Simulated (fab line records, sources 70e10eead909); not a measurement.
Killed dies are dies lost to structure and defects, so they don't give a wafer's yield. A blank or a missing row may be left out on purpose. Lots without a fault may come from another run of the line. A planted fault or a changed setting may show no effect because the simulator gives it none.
Which tool did it? | flow nand_harc | 24 lots, 72 wafers sampled, at 4 steps of a route of 1159

WHAT THE GAUGES READ, wafer by wafer
NHARC_A_CONTACT_INSPECT_23. Usual: raw_defect_count 457, standard deviation 160.
lot  | measured     | on                | raw_defect_count | flag
L074 | day 17 05:43 | defect_inspect-02 | 389 322 363      |
L075 | day 17 14:35 | defect_inspect-02 | 531 814 564      |
L076 | day 17 18:16 | defect_inspect-02 | 302 372 341      |
L077 | day 17 19:06 | defect_inspect-02 | 612 515 447      |
L078 | day 18 22:20 | defect_inspect-02 | 463 411 518      |
L079 | day 18 23:34 | defect_inspect-01 | 403 372 452      |
L080 | day 19 08:58 | defect_inspect-02 | 329 230 298      |
L082 | day 19 11:28 | defect_inspect-01 | 433 388 423      |
L081 | day 19 12:11 | defect_inspect-01 | 401 299 367      |
L083 | day 19 22:40 | defect_inspect-01 | 535 617 1122     |
L084 | day 20 04:24 | defect_inspect-01 | 629 371 476      |
L087 | day 20 09:28 | defect_inspect-02 | 300 441 299      |
L085 | day 20 15:32 | defect_inspect-01 | 348 522 411      |
L086 | day 20 20:00 | defect_inspect-01 | 488 414 244      |
L088 | day 20 22:07 | defect_inspect-02 | 322 349 336      |
L089 | day 20 22:50 | defect_inspect-02 | 446 479 328      |
L091 | day 21 15:32 | defect_inspect-01 | 360 660 374      |
L090 | day 21 19:43 | defect_inspect-02 | 475 428 392      |
L092 | day 22 03:32 | defect_inspect-02 | 453 410 586      |
L094 | day 22 10:18 | defect_inspect-01 | 923 953 666      |
L096 | day 22 13:10 | defect_inspect-01 | 294 262 258      |
L095 | day 22 18:13 | defect_inspect-01 | 602 665 695      |
L093 | day 22 18:16 | defect_inspect-02 | 561 376 506      |
L097 | day 23 11:44 | defect_inspect-02 | 359 376 320      |

NHARC_A_M0_OVL_MEAS_10: pitch 160 nm. Usual: overlay_x_nm 0.0 nm, standard deviation 0.89; overlay_y_nm -0.1 nm, standard deviation 0.87.
lot  | measured     | on         | overlay_x_nm (nm) | overlay_y_nm (nm) | flag
L074 | day 17 10:25 | overlay-02 | -1.3 -1.1 -1.4    | 0.4 -0.3 0.0      |
L075 | day 17 21:35 | overlay-01 | 0.8 0.5 0.4       | -0.8 -0.7 -0.3    |
L076 | day 18 00:43 | overlay-02 | 0.4 0.6 0.2       | 0.2 0.5 0.7       |
L077 | day 18 01:08 | overlay-01 | -0.4 0.3 -0.1     | -1.6 -0.9 -1.1    |
L078 | day 19 07:25 | overlay-02 | -0.2 0.2 -0.2     | 0.8 0.7 0.8       |
L079 | day 19 09:02 | overlay-02 | -2.0 -1.8 -1.7    | -2.9 -2.3 -2.0    |
L080 | day 19 14:17 | overlay-02 | -0.8 -0.8 -0.6    | -0.3 -0.7 -0.1    |
L082 | day 19 19:43 | overlay-02 | 0.4 0.3 0.7       | -1.4 -1.3 -1.2    |
L081 | day 19 19:53 | overlay-01 | 1.0 1.8 1.7       | 0.1 0.9 0.2       |
L083 | day 20 05:00 | overlay-02 | -0.7 -1.1 -1.1    | 1.9 2.3 1.1       |
L084 | day 20 10:52 | overlay-02 | -1.6 -1.3 -1.1    | 0.2 0.7 0.8       |
L087 | day 20 14:10 | overlay-02 | 0.3 0.5 0.0       | -0.9 -0.7 -0.4    |
L085 | day 20 20:14 | overlay-01 | 1.0 0.7 0.7       | -1.3 -2.0 -1.4    |
L086 | day 21 00:44 | overlay-01 | -0.6 -0.9 -0.5    | -0.5 -0.4 -0.4    |
L088 | day 21 10:57 | overlay-01 | 1.0 0.8 0.9       | 0.3 0.5 0.3       |
L089 | day 21 11:20 | overlay-02 | 0.1 -0.9 0.1      | 0.4 0.4 0.1       |
L091 | day 21 22:06 | overlay-02 | 0.0 -0.4 -0.7     | 0.0 0.3 0.6       |
L090 | day 22 05:02 | overlay-01 | -1.0 -0.8 -1.0    | -0.6 0.4 -0.4     |
L092 | day 22 10:43 | overlay-02 | 1.6 1.7 1.7       | 0.0 -0.4 -0.4     |
L094 | day 22 18:29 | overlay-02 | 1.0 1.0 1.1       | -0.4 0.1 0.4      |
L096 | day 22 19:35 | overlay-01 | 0.3 0.5 0.7       | 0.4 0.6 0.5       |
L095 | day 23 01:08 | overlay-02 | -0.1 -0.5 -0.4    | 0.0 -0.7 -0.3     |
L093 | day 23 01:31 | overlay-02 | 0.3 0.8 0.3       | 0.5 0.0 0.5       |
L097 | day 23 16:32 | overlay-01 | 0.1 0.3 0.2       | -0.1 -0.6 -0.2    |

WHICH TOOL RAN EACH LOT (tool, then ch and the chambers of the sampled wafers, then the start)
lot  | NHARC_A_CONTACT_ETCH_135             | NHARC_A_BLC_STRIP_21
L074 | har_cap_etch-01 ch 1, day 17 00:25   | rie_diel-13 ch 0,1,2, day 17 07:34
L075 | har_cap_etch-01 ch 0,1, day 17 06:04 | rie_diel-13 ch 0,3, day 17 16:26
L076 | har_cap_etch-02 ch 0,1, day 17 08:30 | rie_diel-13 ch 2,3, day 17 20:07
L077 | har_cap_etch-03 ch 0,1, day 17 10:05 | rie_diel-02 ch 0,1,2, day 17 20:58
L078 | har_cap_etch-02 ch 0,1, day 18 14:40 | rie_diel-02 ch 0,1,2, day 19 00:12
L079 | har_cap_etch-01 ch 0,1, day 18 17:51 | rie_diel-13 ch 1,2, day 19 02:02
L080 | har_cap_etch-03 ch 0,1, day 19 00:21 | rie_diel-13 ch 0,1,2, day 19 11:01
L082 | har_cap_etch-02 ch 0,1, day 19 01:22 | rie_diel-13 ch 1,2, day 19 13:25
L081 | har_cap_etch-03 ch 0,1, day 19 04:05 | rie_diel-13 ch 0,1,2, day 19 14:06
L083 | har_cap_etch-03 ch 0,1, day 19 19:09 | rie_diel-02 ch 0,1,2, day 20 00:24
L084 | har_cap_etch-03 ch 0,1, day 19 22:46 | rie_diel-13 ch 0,2,3, day 20 06:20
L087 | har_cap_etch-02 ch 0,1, day 20 03:05 | rie_diel-02 ch 0,1,2, day 20 11:19
L085 | har_cap_etch-01 ch 1, day 20 11:34   | rie_diel-02 ch 0,3, day 20 17:24
L086 | har_cap_etch-01 ch 0,1, day 20 15:37 | rie_diel-02 ch 1,2, day 20 21:52
L088 | har_cap_etch-02 ch 0,1, day 20 18:34 | rie_diel-02 ch 0,1,3, day 20 23:59
L089 | har_cap_etch-01 ch 0,1, day 20 18:47 | rie_diel-02 ch 1,3, day 21 00:36
L091 | har_cap_etch-03 ch 0,1, day 21 00:17 | rie_diel-02 ch 1,2, day 21 17:15
L090 | har_cap_etch-02 ch 0,1, day 21 06:23 | rie_diel-02 ch 0,1, day 21 21:35
L092 | har_cap_etch-03 ch 0,1, day 21 19:50 | rie_diel-13 ch 0,1,3, day 22 05:19
L094 | har_cap_etch-03 ch 0,1, day 22 04:38 | rie_diel-02 ch 0,1, day 22 12:10
L096 | har_cap_etch-02 ch 0, day 22 09:38   | rie_diel-13 ch 0,1, day 22 14:59
L095 | har_cap_etch-01 ch 0,1, day 22 10:55 | rie_diel-13 ch 0,2, day 22 20:19
L093 | har_cap_etch-03 ch 0,1, day 22 12:29 | rie_diel-02 ch 0,1,3, day 22 20:31
L097 | har_cap_etch-02 ch 0,1, day 23 02:32 | rie_diel-02 ch 0,2,3, day 23 13:43
- NHARC_A_CONTACT_ETCH_135: etches the open film in C4F8/O2/Ar, time 132 s, target depth 1287 nm.
- NHARC_A_BLC_STRIP_21: strips in O2.

WHAT THE TOOLS THEMSELVES READ (means of the sampled wafers that have a number; where no wafer has one, the mark that the record gives instead)
NHARC_A_BLC_STRIP_21. Usual: drypump_motor_current_A 5.6 A, standard deviation 0.45; oes_product_au 1.002 a.u., standard deviation 0.0094; rf_vpp_V 57.5 V, standard deviation 0.9; showerhead_plenum_p_Torr 3.42 Torr, standard deviation 0.15; throttle_valve_pct 17.038 %, standard deviation 0.0082.
lot  | tool        | drypump_motor_current_A (A) | oes_product_au (a.u.) | rf_vpp_V (V) | showerhead_plenum_p_Torr (Torr) | throttle_valve_pct (%) | flag
L074 | rie_diel-13 | 5.8                         | 1.001                 | 58.2         | 3.46                            | 17.033                 |
L075 | rie_diel-13 | 5.6                         | 0.989                 | 57.5         | 3.48                            | 17.037                 |
L076 | rie_diel-13 | 5.7                         | 1.001                 | 57.2         | 3.39                            | 17.042                 |
L077 | rie_diel-02 | 5.5                         | 1.001                 | 56.9         | 3.47                            | 17.032                 |
L078 | rie_diel-02 | 5.5                         | 1.006                 | 57.8         | 3.46                            | 17.039                 |
L079 | rie_diel-13 | 5.7                         | 1.009                 | 57.5         | 3.37                            | 17.039                 |
L080 | rie_diel-13 | 5.8                         | 1.016                 | 57.4         | 3.45                            | 17.034                 |
L082 | rie_diel-13 | 5.7                         | 0.999                 | 56.9         | 3.37                            | 17.037                 |
L081 | rie_diel-13 | 5.8                         | 1.001                 | 58.5         | 3.45                            | 17.035                 |
L083 | rie_diel-02 | 5.5                         | 1.004                 | 57.0         | 3.46                            | 17.043                 |
L084 | rie_diel-13 | 5.8                         | 1.002                 | 58.0         | 3.46                            | 17.036                 |
L087 | rie_diel-02 | 5.5                         | 0.996                 | 58.1         | 3.46                            | 17.039                 |
L085 | rie_diel-02 | 5.1                         | 1.005                 | 57.4         | 3.61                            | 17.036                 |
L086 | rie_diel-02 | 5.6                         | 1.002                 | 56.7         | 3.31                            | 17.043                 |
L088 | rie_diel-02 | 5.4                         | 1.006                 | 58.0         | 3.46                            | 17.038                 |
L089 | rie_diel-02 | 5.4                         | 1.004                 | 56.6         | 3.31                            | 17.035                 |
L091 | rie_diel-02 | 5.8                         | 1.002                 | 58.4         | 3.31                            | 17.041                 |
L090 | rie_diel-02 | 5.7                         | 1.003                 | 57.7         | 3.47                            | 17.040                 |
L092 | rie_diel-13 | 5.5                         | 1.007                 | 58.4         | 3.46                            | 17.037                 |
L094 | rie_diel-02 | 5.7                         | 1.015                 | 57.3         | 3.47                            | 17.036                 |
L096 | rie_diel-13 | 5.9                         | 1.005                 | 56.9         | 3.53                            | 17.032                 |
L095 | rie_diel-13 | 6.2                         | 1.003                 | 57.8         | 3.52                            | 17.040                 |
L093 | rie_diel-02 | 5.4                         | 1.007                 | 58.2         | 3.45                            | 17.045                 |
L097 | rie_diel-02 | 5.2                         | 0.992                 | 57.4         | 3.45                            | 17.031                 |

THE ANSWER, worked out from the rows above alone
Rule: a lot is off if the mean of its wafers that have a number lies more than 3 standard deviations from the usual mean. A lot without any number at a reading at which 4 lots or more have one is off too. The other lots that the step has rows for count as sound. The gauges are gone through in route order, then the tools' own readings, and for those a lot's mean is taken as printed above. The first step at which some lot is off is used, and at that step the reading that is off furthest; a lot without a number counts as furthest.
No lot is off at any reading shown: from this, nothing can be told.

WHAT THE SIMULATOR HAD PUT IN
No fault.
